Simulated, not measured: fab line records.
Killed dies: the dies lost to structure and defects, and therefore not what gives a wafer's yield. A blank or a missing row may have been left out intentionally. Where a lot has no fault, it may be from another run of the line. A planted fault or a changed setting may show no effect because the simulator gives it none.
fab line records	flow n5-finfet
record lots=24	wafers=72	last-day=20
route steps=1938 shown BEOL_M10@1535 BEOL_M11@1540
lots that met no fault: taken from a fault-free run of the same line
start-h: start of the lot's first displayed wafer, in hours after the record's first day	wait-h: how many hours have passed since the lot's step before this one	" repeats the value in the row above	L1.1+2: one row covering several wafers at once	- no value, or no start given	* or withheld: withheld	< > ~ a bound
route shown NAME@n: names a module that has steps shown in the file, with the first one's number in the route	usual: mean/standard deviation of fault-free wafers	same: alike in all rows	chamber/n: place in a boat	sites: per-site readings	_std_site: their standard deviation	_edge_site: outer sites' mean less inner sites'	radius-mm: how far each site lies from the wafer's centre	mask NAME#n: copy n	behind: the tool/chamber that last shaped the wafer	hold: the reason the lot was held/the length of the hold in hours/how it ended	device: transistor that didn't switch, given as n, p or np	end of line: the tests these same wafers got at the end of their route	a step without rows: its recipe alone	killed: not the wafer's yield, but the dies lost to structure and defects at the first sort	map: a wafer's dies, marking killed ones x, the rest . and places with no die _
set.NAME: the run value of the setting; set.NAME@STEP: its run value at that earlier step	model.NAME: the simulator's own value behind a step, which no gauge read
steps of the route over a sample of lots; a table a step, a row a wafer
services: a tool's chamber out of use, with start hour (start-h, from the record's first day; less than 0 if before it), hours out, and reason
## steps
# step N5_BEOL_M10_INSPECT_58
# recipe inspect-instrument=darkfield	mode=post-dep
# usual raw-defect-count=68/21
lot.wafer	tool	chamber	start-h	wait-h	raw-defect-count
L076.3	defect-inspect-02	-	264.04	0.0	64
L076.4	"	-	"	"	71
L076.5	"	-	"	"	93
L078.1	defect-inspect-01	-	276.07	0.0	50
L078.3	"	-	"	"	44
L078.5	"	-	"	"	42
L074.2	defect-inspect-02	-	280.36	0.0	66
L074.3	"	-	"	"	70
L074.4	"	-	"	"	43
L077.3	defect-inspect-01	-	284.28	0.0	57
L077.4	"	-	"	"	39
L077.5	"	-	"	"	72
L079.3	defect-inspect-01	-	287.89	0.0	66
L079.4	"	-	"	"	44
L079.6	"	-	"	"	81
L080.2	defect-inspect-01	-	289.15	0.0	66
L080.4	"	-	"	"	105
L080.6	"	-	"	"	77
L075.1	defect-inspect-02	-	293.30	0.0	78
L075.4	"	-	"	"	69
L075.5	"	-	"	"	76
L081.2	defect-inspect-02	-	306.18	0.0	73
L081.3	"	-	"	"	44
L081.5	"	-	"	"	64
L083.1	defect-inspect-02	-	311.65	0.0	86
L083.2	"	-	"	"	50
L083.6	"	-	"	"	56
L082.1	defect-inspect-01	-	312.96	0.0	46
L082.4	"	-	"	"	61
L082.6	"	-	"	"	36
L086.2	defect-inspect-02	-	337.47	0.0	67
L086.3	"	-	"	"	69
L086.4	"	-	"	"	86
L084.2	defect-inspect-01	-	342.77	0.0	63
L084.4	"	-	"	"	45
L084.5	"	-	"	"	97
L085.1	defect-inspect-02	-	343.95	0.0	78
L085.3	"	-	"	"	94
L085.6	"	-	"	"	85
L087.3	defect-inspect-02	-	346.07	0.0	79
L087.4	"	-	"	"	78
L087.5	"	-	"	"	79
L089.1	defect-inspect-01	-	363.19	0.0	39
L089.3	"	-	"	"	36
L089.4	"	-	"	"	31
L088.3	defect-inspect-02	-	363.20	0.0	54
L088.5	"	-	"	"	49
L088.6	"	-	"	"	72
L091.3	defect-inspect-01	-	363.69	0.0	40
L091.4	"	-	"	"	81
L091.5	"	-	"	"	77
L094.2	defect-inspect-02	-	368.64	0.0	50
L094.3	"	-	"	"	68
L094.6	"	-	"	"	61
L090.1	defect-inspect-01	-	372.74	0.0	93
L090.2	"	-	"	"	55
L090.6	"	-	"	"	123
L092.1	defect-inspect-02	-	380.22	0.0	105
L092.3	"	-	"	"	120
L092.6	"	-	"	"	66
L093.3	defect-inspect-02	-	382.34	0.0	62
L093.5	"	-	"	"	63
L093.6	"	-	"	"	74
L095.1	defect-inspect-01	-	411.86	0.0	60
L095.2	"	-	"	"	65
L095.3	"	-	"	"	84
L096.1	defect-inspect-02	-	412.54	0.0	91
L096.2	"	-	"	"	75
L096.4	"	-	"	"	59
L097.3	defect-inspect-02	-	433.25	0.0	64
L097.5	"	-	"	"	51
L097.6	"	-	"	"	85
# step N5_BEOL_M11_HM_DEP_02
# recipe material=TiN	target-thk-a=200	temp-c=25	chamber-pressure-pa=0.49996
# usual throttle-valve-pct=29.8/0.92
lot.wafer	tool	chamber	start-h	wait-h	throttle-valve-pct
L076.3	pvd-sputter-02	-	266.73	2.0	28.5
L076.4	"	-	"	"	29.3
L076.5	"	-	"	"	29.8
L078.1	pvd-sputter-01	-	278.37	1.2	30.2
L078.3	"	-	"	"	28.6
L078.5	"	-	"	"	29.8
L074.2	pvd-sputter-03	-	282.27	1.0	29.2
L074.3	"	-	"	"	29.8
L074.4	"	-	"	"	31.5
L077.3	pvd-sputter-03	-	286.31	1.2	29.8
L077.4	"	-	"	"	29.9
L077.5	"	-	"	"	31.5
L079.3	pvd-sputter-01	-	290.56	2.0	29.7
L079.4	"	-	"	"	28.5
L079.6	"	-	"	"	29.9
L080.2	pvd-sputter-03	-	290.95	1.1	30.2
L080.4	"	-	"	"	29.2
L080.6	"	-	"	"	30.1
L075.1	pvd-sputter-02	-	295.40	1.4	30.0
L075.4	"	-	"	"	29.4
L075.5	"	-	"	"	29.9
L081.2	pvd-sputter-03	-	307.74	0.9	29.8
L081.3	"	-	"	"	30.2
L081.5	"	-	"	"	31.0
L083.1	pvd-sputter-03	-	312.92	0.6	31.5
L083.2	"	-	"	"	30.2
L083.6	"	-	"	"	29.1
L082.1	pvd-sputter-01	-	316.07	2.4	28.5
L082.4	"	-	"	"	31.8
L082.6	"	-	"	"	31.3
L086.2	pvd-sputter-03	-	339.18	0.8	30.2
L086.3	"	-	"	"	29.7
L086.4	"	-	"	"	31.4
L084.2	pvd-sputter-02	-	343.80	0.3	29.5
L084.4	"	-	"	"	29.6
L084.5	"	-	"	"	29.6
L085.1	pvd-sputter-03	-	345.38	0.6	31.3
L085.3	"	-	"	"	30.0
L085.6	"	-	"	"	30.2
L087.3	pvd-sputter-03	-	349.03	1.8	31.1
L087.4	"	-	"	"	30.0
L087.5	"	-	"	"	31.6
L089.1	pvd-sputter-01	-	365.67	1.8	31.3
L089.3	"	-	"	"	29.8
L089.4	"	-	"	"	28.6
L088.3	pvd-sputter-01	-	365.77	1.9	28.4
L088.5	"	-	"	"	28.5
L088.6	"	-	"	"	30.0
L091.3	pvd-sputter-01	-	365.97	1.6	28.7
L091.4	"	-	"	"	31.5
L091.5	"	-	"	"	28.8
L094.2	pvd-sputter-01	-	370.05	0.7	28.6
L094.3	"	-	"	"	30.0
L094.6	"	-	"	"	28.5
L090.1	pvd-sputter-01	-	374.39	1.0	31.5
L090.2	"	-	"	"	28.6
L090.6	"	-	"	"	28.3
L092.1	pvd-sputter-02	-	380.96	0.1	29.7
L092.3	"	-	"	"	29.4
L092.6	"	-	"	"	29.6
L093.3	pvd-sputter-03	-	383.84	0.8	30.1
L093.5	"	-	"	"	31.4
L093.6	"	-	"	"	30.0
L095.1	pvd-sputter-02	-	414.44	1.9	29.3
L095.2	"	-	"	"	30.0
L095.3	"	-	"	"	29.4
L096.1	pvd-sputter-02	-	415.16	1.5	29.3
L096.2	"	-	"	"	28.4
L096.4	"	-	"	"	29.5
L097.3	pvd-sputter-02	-	434.42	0.5	29.7
L097.5	"	-	"	"	29.6
L097.6	"	-	"	"	28.7
# step N5_BEOL_M11_OVL_MEAS_12
# recipe points-per-wafer=44
# usual M11_OVL=0.1/0.77
lot.wafer	tool	chamber	start-h	wait-h	M11_OVL[nm]
L076.3	overlay-02	0	267.14	0.0	-0.7
L076.4	"	0	"	"	-1.0
L076.5	"	0	"	"	-0.2
L078.1	overlay-02	0	278.90	0.0	-0.5
L078.3	"	0	"	"	0.0
L078.5	"	0	"	"	0.2
L074.2	overlay-01	0	282.80	0.0	1.3
L074.3	"	0	"	"	-0.6
L074.4	"	0	"	"	-0.9
L077.3	overlay-02	0	286.84	0.0	0.0
L077.4	"	0	"	"	1.2
L077.5	"	0	"	"	-0.3
L079.3	overlay-01	0	291.08	0.0	0.5
L079.4	"	0	"	"	0.8
L079.6	"	0	"	"	1.6
L080.2	overlay-02	0	291.48	0.0	0.5
L080.4	"	0	"	"	1.2
L080.6	"	0	"	"	0.9
L075.1	overlay-01	0	295.94	0.0	-1.0
L075.4	"	0	"	"	-0.2
L075.5	"	0	"	"	0.1
L081.2	overlay-02	0	308.15	0.0	0.6
L081.3	"	0	"	"	0.3
L081.5	"	0	"	"	0.0
L083.1	overlay-02	0	313.32	0.0	0.6
L083.2	"	0	"	"	0.2
L083.6	"	0	"	"	1.3
L082.1	overlay-02	0	316.60	0.0	-0.8
L082.4	"	0	"	"	-1.1
L082.6	"	0	"	"	-1.0
L086.2	overlay-01	0	339.71	0.0	0.3
L086.3	"	0	"	"	-0.3
L086.4	"	0	"	"	0.3
L084.2	overlay-02	0	344.20	0.0	-1.0
L084.4	"	0	"	"	-0.2
L084.5	"	0	"	"	-0.1
L085.1	overlay-01	0	345.78	0.0	0.2
L085.3	"	0	"	"	-0.4
L085.6	"	0	"	"	-0.3
L087.3	overlay-02	0	349.43	0.0	-0.1
L087.4	"	0	"	"	-0.8
L087.5	"	0	"	"	0.8
L089.1	overlay-02	0	366.08	0.0	-0.1
L089.3	"	0	"	"	0.7
L089.4	"	0	"	"	-0.8
L088.3	overlay-02	0	366.30	0.0	-1.1
L088.5	"	0	"	"	-1.7
L088.6	"	0	"	"	0.5
L091.3	overlay-01	0	366.50	0.0	0.3
L091.4	"	0	"	"	1.4
L091.5	"	0	"	"	1.0
L094.2	overlay-01	0	370.45	0.0	1.4
L094.3	"	0	"	"	0.6
L094.6	"	0	"	"	-0.3
L090.1	overlay-01	0	374.92	0.0	-1.7
L090.2	"	0	"	"	0.7
L090.6	"	0	"	"	0.4
L092.1	overlay-02	0	381.49	0.0	1.0
L092.3	"	0	"	"	0.3
L092.6	"	0	"	"	0.5
L093.3	overlay-01	0	384.24	0.0	0.3
L093.5	"	0	"	"	0.6
L093.6	"	0	"	"	0.4
L095.1	overlay-01	0	414.97	0.0	0.8
L095.2	"	0	"	"	-1.0
L095.3	"	0	"	"	0.3
L096.1	overlay-01	0	415.68	0.0	0.1
L096.2	"	0	"	"	-0.9
L096.4	"	0	"	"	-0.9
L097.3	overlay-02	0	434.95	0.0	0.0
L097.5	"	0	"	"	-0.1
L097.6	"	0	"	"	-0.4
# step N5_BEOL_M11_STRIP_36
# recipe chemistry=N2/H2	power-w=450	temp-c=40	pressure-mtorr=20	rf-frequency-hz=6e+07	overash-fraction=0.3	bias-power-w=7	h2-frac=0.5	n2-flow-sccm=200	h2-flow-sccm=200
# usual bias-power-w=7.001/0.02	drypump-motor-current-A=5.6/0.44	oes-product-au=0.81/0.081	rf-vpp-V=59.0/1.7	showerhead-plenum-p-Torr=2.51/0.09	throttle-valve-pct=23.71/0.28
lot.wafer	tool	chamber	start-h	wait-h	bias-power-w	drypump-motor-current-A	oes-product-au	rf-hours-counter-h	rf-vpp-V	showerhead-plenum-p-Torr	throttle-valve-pct
L076.3	rie-diel-05	2	268.42	0.0	6.996	5.5	0.76	167	58.5	2.41	23.40
L076.4	"	0	"	"	7.014	4.7	0.71	-	58.2	2.64	23.90
L076.5	"	1	"	"	6.983	5.9	0.85	-	59.8	2.68	24.15
L078.1	rie-diel-05	3	281.68	0.0	7.019	5.0	0.81	68	57.0	2.46	23.72
L078.3	"	2	"	"	7.026	5.6	0.75	172	59.0	2.41	23.38
L078.5	"	2	"	"	6.986	5.5	0.74	-	57.7	2.41	23.41
L074.2	rie-diel-05	2	286.13	0.0	6.996	5.5	0.74	173	55.2	2.41	23.42
L074.3	"	3	"	"	7.011	5.0	0.84	69	56.1	2.46	23.68
L074.4	"	0	"	"	7.007	4.7	0.68	228	59.4	2.63	23.87
L077.3	rie-diel-04	1	290.02	0.0	6.986	5.7	0.80	94	60.4	2.46	23.85
L077.4	"	2	"	"	7.023	5.5	0.75	-	59.8	2.42	23.25
L077.5	"	1	"	"	7.003	5.8	0.82	-	59.7	2.46	23.91
L079.3	rie-diel-05	1	292.55	0.0	6.990	5.9	0.86	87	60.3	2.68	24.14
L079.4	"	3	"	"	6.986	5.0	0.82	71	60.0	2.46	23.70
L079.6	"	3	"	"	6.986	4.9	0.84	-	60.1	2.46	23.69
L080.2	rie-diel-04	2	293.00	0.0	7.015	5.5	0.73	166	56.9	2.42	23.20
L080.4	"	3	"	"	6.999	5.9	0.69	-	59.2	2.51	23.99
L080.6	"	1	"	"	7.007	5.8	0.82	-	59.1	2.46	23.82
L075.1	rie-diel-04	0	299.52	0.0	6.993	5.8	1.00	0	60.6	2.51	23.82
L075.4	"	0	"	"	6.991	5.8	0.98	-	58.1	2.51	23.84
L075.5	"	2	"	"	6.966	5.5	0.74	-	60.1	2.42	23.25
L081.2	rie-diel-05	2	311.14	0.0	6.993	5.5	0.74	180	58.1	2.40	23.43
L081.3	"	3	"	"	7.010	5.0	0.83	76	56.5	2.46	23.71
L081.5	"	3	"	"	6.981	5.0	0.84	-	59.4	2.45	23.74
L083.1	rie-diel-01	0	317.33	0.0	7.011	6.1	0.87	28	59.5	2.61	24.01
L083.2	"	2	"	"	7.018	5.1	0.80	81	58.7	2.58	23.52
L083.6	"	1	"	"	7.005	6.1	0.69	-	59.3	2.60	23.71
L082.1	rie-diel-05	3	324.67	0.0	6.995	5.0	0.82	80	60.0	2.45	23.73
L082.4	"	0	"	"	6.983	4.7	0.69	240	64.0	2.63	23.92
L082.6	"	2	"	"	7.033	5.5	0.73	-	59.5	2.40	23.46
L086.2	rie-diel-04	0	341.71	0.0	6.982	5.8	0.91	16	58.5	2.50	23.84
L086.3	"	3	"	"	7.052	5.8	0.97	5	62.7	2.50	23.67
L086.4	"	2	"	"	7.013	5.5	0.72	183	56.6	2.41	23.26
L084.2	rie-diel-05	2	346.79	0.0	6.980	5.5	0.73	190	58.6	2.40	23.44
L084.4	"	0	"	"	6.990	4.7	0.68	246	57.3	2.63	23.92
L084.5	"	1	"	"	6.988	5.9	0.81	-	59.9	2.67	24.14
L085.1	rie-diel-01	3	349.52	0.0	7.000	6.3	0.84	81	59.2	2.45	23.42
L085.3	"	2	"	"	6.963	5.1	0.79	92	59.8	2.57	23.56
L085.6	"	2	"	"	6.974	5.1	0.80	-	60.9	2.57	23.54
L087.3	rie-diel-01	0	350.71	0.0	7.016	6.2	0.85	40	57.4	2.60	24.01
L087.4	"	2	"	"	7.033	5.1	0.80	-	56.8	2.57	23.55
L087.5	"	3	"	"	6.967	6.3	0.84	-	56.9	2.45	23.40
L088.3	rie-diel-05	2	369.50	0.0	7.022	5.5	0.71	197	59.2	2.40	23.48
L088.5	"	1	"	"	6.991	5.9	0.81	-	56.8	2.66	24.20
L088.6	"	3	"	"	6.997	5.0	0.80	-	57.5	2.45	23.73
L089.1	rie-diel-04	0	369.92	0.0	7.043	5.8	0.88	25	59.9	2.50	23.83
L089.3	"	1	"	"	6.972	5.8	0.80	122	59.4	2.44	23.97
L089.4	"	2	"	"	7.005	5.5	0.73	191	59.1	2.41	23.31
L091.3	rie-diel-04	2	371.04	0.0	6.944	5.5	0.73	192	56.7	2.41	23.21
L091.4	"	0	"	"	7.010	5.8	0.91	26	59.4	2.50	23.81
L091.5	"	0	"	"	6.993	5.8	0.90	-	59.2	2.50	23.86
L094.2	rie-diel-01	1	373.04	0.0	6.992	6.2	0.98	4	58.3	2.59	23.35
L094.3	"	0	"	"	7.002	6.2	0.86	49	63.9	2.60	24.03
L094.6	"	3	"	"	6.986	6.3	0.82	-	57.8	2.45	23.44
L090.1	rie-diel-01	3	376.45	0.0	6.999	6.3	0.82	91	58.7	2.45	23.43
L090.2	"	1	"	"	6.989	6.2	0.98	5	59.0	2.59	23.38
L090.6	"	2	"	"	6.995	5.1	0.79	-	61.4	2.57	23.58
L092.1	rie-diel-05	0	383.05	0.0	7.014	4.7	1.01	1	58.2	2.62	23.54
L092.3	"	2	"	"	6.985	5.5	0.71	202	57.4	2.40	23.46
L092.6	"	1	"	"	7.010	5.9	0.80	-	55.0	2.66	24.20
L093.3	rie-diel-04	3	387.73	0.0	7.009	5.9	0.92	19	59.0	2.50	23.72
L093.5	"	0	"	"	6.983	5.8	0.88	-	57.3	2.49	23.88
L093.6	"	3	"	"	6.998	5.9	0.92	-	59.5	2.50	23.72
L095.1	rie-diel-04	2	416.40	0.0	7.008	5.5	0.72	201	60.1	2.40	23.24
L095.2	"	1	"	"	7.040	5.8	0.78	136	59.0	2.44	23.96
L095.3	"	3	"	"	7.007	5.9	0.91	29	59.6	2.49	23.72
L096.1	rie-diel-04	2	417.13	0.0	7.002	5.5	0.71	202	59.8	2.40	23.24
L096.2	"	1	"	"	6.991	5.7	0.78	137	59.2	2.44	23.93
L096.4	"	3	"	"	7.008	5.9	0.90	-	60.0	2.49	23.70
L097.3	rie-diel-04	1	437.12	0.0	6.994	5.8	0.78	144	60.5	2.44	23.95
L097.5	"	1	"	"	6.977	5.7	0.77	-	57.4	2.44	23.91
L097.6	"	0	"	"	6.988	5.8	0.88	-	60.0	2.49	23.80
# step N5_BEOL_M11_CD_MEAS_35
# recipe target-cd-nm=70	polarity=opening
# usual cd-nm=69.9/0.56
lot.wafer	tool	chamber	start-h	wait-h	cd-nm
L076.3	cd-sem-02	-	268.79	0.0	70.6
L076.4	"	-	"	"	70.8
L076.5	"	-	"	"	70.7
L078.1	cd-sem-01	-	282.06	0.0	70.5
L078.3	"	-	"	"	70.5
L078.5	"	-	"	"	69.1
L074.2	cd-sem-03	-	286.51	0.0	69.9
L074.3	"	-	"	"	69.5
L074.4	"	-	"	"	70.6
L077.3	cd-sem-03	-	290.40	0.0	70.0
L077.4	"	-	"	"	70.4
L077.5	"	-	"	"	69.6
L079.3	cd-sem-03	-	292.93	0.0	69.0
L079.4	"	-	"	"	69.8
L079.6	"	-	"	"	69.2
L080.2	cd-sem-03	-	293.37	0.0	71.0
L080.4	"	-	"	"	69.7
L080.6	"	-	"	"	70.1
L075.1	cd-sem-03	-	299.89	0.0	69.7
L075.4	"	-	"	"	70.1
L075.5	"	-	"	"	70.9
L081.2	cd-sem-02	-	311.52	0.0	69.9
L081.3	"	-	"	"	69.5
L081.5	"	-	"	"	69.6
L083.1	cd-sem-03	-	317.70	0.0	68.6
L083.2	"	-	"	"	69.3
L083.6	"	-	"	"	69.1
L082.1	cd-sem-03	-	325.04	0.0	69.8
L082.4	"	-	"	"	69.8
L082.6	"	-	"	"	69.6
L086.2	cd-sem-02	-	342.09	0.0	69.6
L086.3	"	-	"	"	70.6
L086.4	"	-	"	"	69.7
L084.2	cd-sem-01	-	347.17	0.0	70.1
L084.4	"	-	"	"	70.0
L084.5	"	-	"	"	71.0
L085.1	cd-sem-03	-	349.89	0.0	70.0
L085.3	"	-	"	"	68.8
L085.6	"	-	"	"	70.3
L087.3	cd-sem-03	-	351.09	0.0	69.6
L087.4	"	-	"	"	69.2
L087.5	"	-	"	"	71.3
L088.3	cd-sem-03	-	369.88	0.0	69.3
L088.5	"	-	"	"	69.4
L088.6	"	-	"	"	69.5
L089.1	cd-sem-03	-	370.30	0.0	69.6
L089.3	"	-	"	"	69.6
L089.4	"	-	"	"	69.6
L091.3	cd-sem-02	-	371.42	0.0	69.5
L091.4	"	-	"	"	70.0
L091.5	"	-	"	"	70.1
L094.2	cd-sem-02	-	373.44	0.0	70.0
L094.3	"	-	"	"	70.3
L094.6	"	-	"	"	71.4
L090.1	cd-sem-03	-	376.84	0.0	69.7
L090.2	"	-	"	"	70.4
L090.6	"	-	"	"	70.3
L092.1	cd-sem-03	-	383.43	0.0	69.9
L092.3	"	-	"	"	69.7
L092.6	"	-	"	"	69.5
L093.3	cd-sem-02	-	388.11	0.0	70.0
L093.5	"	-	"	"	69.1
L093.6	"	-	"	"	69.9
L095.1	cd-sem-03	-	416.78	0.0	70.0
L095.2	"	-	"	"	69.6
L095.3	"	-	"	"	70.0
L096.1	cd-sem-03	-	417.51	0.0	70.6
L096.2	"	-	"	"	69.7
L096.4	"	-	"	"	70.7
L097.3	cd-sem-02	-	437.50	0.0	70.1
L097.5	"	-	"	"	70.2
L097.6	"	-	"	"	70.2
# step N5_BEOL_M11_SURFACE_TREAT_76
# recipe gas=Ar	time-s=*	ion-energy-ev=*	ion-current-ma-cm2=0.5	pressure-mtorr=*	ar-flow-sccm=30
# usual pressure-mtorr=*	throttle-valve-pct=*
lot.wafer	tool	chamber	start-h	wait-h	pressure-mtorr	throttle-valve-pct
L076.3	pvd-sputter-01	-	270.22	0.2	*	*
L076.4	"	-	"	"	*	*
L076.5	"	-	"	"	*	*
L078.1	pvd-sputter-02	-	283.12	0.2	*	*
L078.3	"	-	"	"	*	*
L078.5	"	-	"	"	*	*
L074.2	pvd-sputter-02	-	287.48	0.3	*	*
L074.3	"	-	"	"	*	*
L074.4	"	-	"	"	*	*
L077.3	pvd-sputter-02	-	292.04	0.5	*	*
L077.4	"	-	"	"	*	*
L077.5	"	-	"	"	*	*
L079.3	pvd-sputter-03	-	294.16	0.2	*	*
L079.4	"	-	"	"	*	*
L079.6	"	-	"	"	*	*
L080.2	pvd-sputter-02	-	295.10	1.0	*	*
L080.4	"	-	"	"	*	*
L080.6	"	-	"	"	*	*
L075.1	pvd-sputter-01	-	300.94	0.2	*	*
L075.4	"	-	"	"	*	*
L075.5	"	-	"	"	*	*
L081.2	pvd-sputter-02	-	312.59	0.3	*	*
L081.3	"	-	"	"	*	*
L081.5	"	-	"	"	*	*
L083.1	pvd-sputter-02	-	318.51	0.2	*	*
L083.2	"	-	"	"	*	*
L083.6	"	-	"	"	*	*
L082.1	pvd-sputter-02	-	326.04	0.2	*	*
L082.4	"	-	"	"	*	*
L082.6	"	-	"	"	*	*
L086.2	pvd-sputter-01	-	343.59	0.2	*	*
L086.3	"	-	"	"	*	*
L086.4	"	-	"	"	*	*
L084.2	pvd-sputter-03	-	350.11	0.2	*	*
L084.4	"	-	"	"	*	*
L084.5	"	-	"	"	*	*
L087.3	pvd-sputter-02	-	354.17	0.2	*	*
L087.4	"	-	"	"	*	*
L087.5	"	-	"	"	*	*
L085.1	pvd-sputter-03	-	354.40	0.2	*	*
L085.3	"	-	"	"	*	*
L085.6	"	-	"	"	*	*
L088.3	pvd-sputter-02	-	371.18	0.5	*	*
L088.5	"	-	"	"	*	*
L088.6	"	-	"	"	*	*
L089.1	pvd-sputter-01	-	371.23	0.2	*	*
L089.3	"	-	"	"	*	*
L089.4	"	-	"	"	*	*
L091.3	pvd-sputter-01	-	372.41	0.2	*	*
L091.4	"	-	"	"	*	*
L091.5	"	-	"	"	*	*
L094.2	pvd-sputter-01	-	374.89	0.2	*	*
L094.3	"	-	"	"	*	*
L094.6	"	-	"	"	*	*
L090.1	pvd-sputter-03	-	378.71	0.4	*	*
L090.2	"	-	"	"	*	*
L090.6	"	-	"	"	*	*
L092.1	pvd-sputter-03	-	384.60	0.4	*	*
L092.3	"	-	"	"	*	*
L092.6	"	-	"	"	*	*
L093.3	pvd-sputter-03	-	389.29	0.3	*	*
L093.5	"	-	"	"	*	*
L093.6	"	-	"	"	*	*
L095.1	pvd-sputter-01	-	418.10	0.2	*	*
L095.2	"	-	"	"	*	*
L095.3	"	-	"	"	*	*
L096.1	pvd-sputter-03	-	419.17	0.3	*	*
L096.2	"	-	"	"	*	*
L096.4	"	-	"	"	*	*
L097.3	pvd-sputter-02	-	439.11	0.2	*	*
L097.5	"	-	"	"	*	*
L097.6	"	-	"	"	*	*
## services
tool	chamber	start-h	hours	kind
rie-diel-01	2	252.91	26.0	repair
rie-diel-01	-	253.32	6.4	repair
rie-diel-04	0	277.96	-	clean
rie-diel-04	0	277.96	-	consumable-replace:focus-ring
rie-diel-04	0	277.96	19.5	scheduled-down
rie-diel-04	0	277.96	19.5	vent-cycle
rie-diel-04	3	297.44	-	clean
rie-diel-04	3	297.44	-	consumable-replace:focus-ring
rie-diel-04	3	297.44	27.5	scheduled-down
rie-diel-04	3	297.44	27.5	vent-cycle
rie-diel-01	0	301.70	3.2	repair
rie-diel-01	1	338.42	-	clean
rie-diel-05	0	365.49	-	clean
rie-diel-05	0	365.49	-	consumable-replace:focus-ring
rie-diel-05	0	365.49	13.6	scheduled-down
rie-diel-05	0	365.49	13.6	vent-cycle
pvd-sputter-01	-	376.86	2.8	repair
rie-diel-01	0	378.42	9.6	repair
rie-diel-05	3	378.97	14.3	repair
rie-diel-05	0	379.15	1.6	repair
rie-diel-04	0	399.11	26.0	repair
rie-diel-04	2	402.36	8.4	repair
rie-diel-05	3	430.73	9.2	repair
pvd-sputter-03	-	434.03	2.5	repair
## key
fault none
